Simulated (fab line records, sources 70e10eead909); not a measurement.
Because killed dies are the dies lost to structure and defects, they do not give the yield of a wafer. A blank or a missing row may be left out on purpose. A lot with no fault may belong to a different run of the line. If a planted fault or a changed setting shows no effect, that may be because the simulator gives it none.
Matching of chambers	flow nand harc	4 sister chambers for NHARC_A_CHANNEL_HOLE_D1_ETCH_38 on rie diel-01
The step etches the open film in CF4, target depth 39 nm, time 65 s. 4 wafers are shown with their chamber, then 8 later ones without.

## EACH WAFER AND ITS CHAMBER
wafer	chamber	oes product au (a.u.)
L104.4	0	1.004
L121.2	2	0.994
L121.6	1	1.000
L122.2	3	0.989

## WAFERS WITHOUT THEIR CHAMBER
wafer	oes product au (a.u.)
L122.3	0.985
L122.6	0.984
L124.3	1.006
L124.4	1.012
L124.5	1.004
L126.3	1.009
L126.5	1.003
L126.6	1.010

## EACH ONE'S CHAMBER
wafer	from the rows above	in truth
L122.3	can't be placed: 3 or 2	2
L122.6	can't be placed: 3 or 2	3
L124.3	can't be placed: 0 or 1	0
L124.4	can't be placed: 0 or 1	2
L124.5	can't be placed: 0 or 1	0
L126.3	can't be placed: 0 or 1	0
L126.5	can't be placed: 0 or 1 or 2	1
L126.6	can't be placed: 0 or 1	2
Placed correctly: 0 of 8. Cannot be placed on the basis of these rows: 8; the candidates contain the true chamber in 6. Number placed wrongly: 0.
How it was worked out, from the rows above alone: a wafer's distance from a chamber is the root of the sum, over the readings, of the square of ((its reading less the chamber's mean) divided by the reading's scatter). If the next closest chamber is less than 2 further off than the closest, the wafer can't be placed; otherwise it belongs to the closest. For every chamber, the mean is computed from those of its wafers that are shown. The scatter: with one shown wafer a chamber, the root of the mean of the squares of how far each hidden wafer lies from its nearest shown one.
